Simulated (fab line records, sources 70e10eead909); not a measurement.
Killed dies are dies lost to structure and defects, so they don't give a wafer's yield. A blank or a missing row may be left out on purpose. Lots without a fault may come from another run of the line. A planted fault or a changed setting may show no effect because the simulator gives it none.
Chamber matching | flow nand_harc | NHARC_P_GATE_STRIP_108 on rie_diel-03: 4 sister chambers
The step strips in O2. 14 wafers are shown with their chamber, then 7 later ones without.

WAFERS WITH THEIR CHAMBER
wafer  | chamber | showerhead_plenum_p_Torr (Torr) | drypump_motor_current_A (A) | oes_product_au (a.u.)
L744.1 | 3       | 3.32                            | 5.6                         | 1.014
L744.2 | 0       | 3.44                            | 6.3                         | 0.997
L744.6 | 3       | 3.32                            | 5.6                         | 1.015
L745.1 | 2       | 3.37                            | 5.3                         | 0.995
L745.4 | 0       | 3.44                            | 6.3                         | 0.983
L745.5 | 3       | 3.32                            | 5.6                         | 1.002
L749.1 | 3       | 3.32                            | 5.6                         | 1.004
L749.4 | 1       | 3.61                            | 5.7                         | 1.004
L749.6 | 2       | 3.36                            | 5.4                         | 1.010
L750.1 | 3       | 3.32                            | 5.6                         | 0.990
L750.2 | 2       | 3.36                            | 5.3                         | 1.008
L750.5 | 1       | 3.61                            | 5.7                         | 1.012
L756.1 | 0       | 3.43                            | 6.3                         | 0.999
L756.3 | 2       | 3.36                            | 5.3                         | 1.006

SIGNATURES (means of the wafers above)
reading                  | chamber 0 | chamber 1 | chamber 2 | chamber 3 | scatter within a chamber
showerhead_plenum_p_Torr | 3.4367    | 3.6100    | 3.3625    | 3.3200    | 0.00376
drypump_motor_current_A  | 6.300     | 5.700     | 5.325     | 5.600     | 0.0274
oes_product_au           | 0.99300   | 1.00800   | 1.00475   | 1.00500   | 0.00857
Rule: a wafer's distance from a chamber is the root of the sum, over the readings, of the square of ((its reading less the chamber's mean) divided by the reading's scatter). The wafer belongs to the nearest chamber; if the next one is less than 2 further off, it can't be placed. The scatter: the root of (the sum of the squares of (reading less its chamber's mean) over the shown wafers, divided by (wafers less chambers)).

WAFERS WITHOUT THEIR CHAMBER
wafer  | showerhead_plenum_p_Torr (Torr) | drypump_motor_current_A (A) | oes_product_au (a.u.)
L756.5 | 3.43                            | 6.3                         | 1.004
L761.1 | 3.31                            | 5.6                         | 0.994
L761.3 | 3.61                            | 5.7                         | 1.010
L761.5 | 3.31                            | 5.5                         | 0.988
L762.1 | 3.61                            | 5.7                         | 0.999
L762.2 | 3.36                            | 5.3                         | 1.010
L762.3 | 3.43                            | 6.3                         | 0.995

WHICH CHAMBER EACH WENT THROUGH
wafer  | from the rows above | in truth
L756.5 | 0                   | 0
L761.1 | 3                   | 3
L761.3 | 1                   | 1
L761.5 | 3                   | 3
L762.1 | 1                   | 1
L762.2 | 2                   | 2
L762.3 | 0                   | 0
Placed correctly: 7 of 7. Can't be placed from these rows: 0. Placed wrongly: 0.
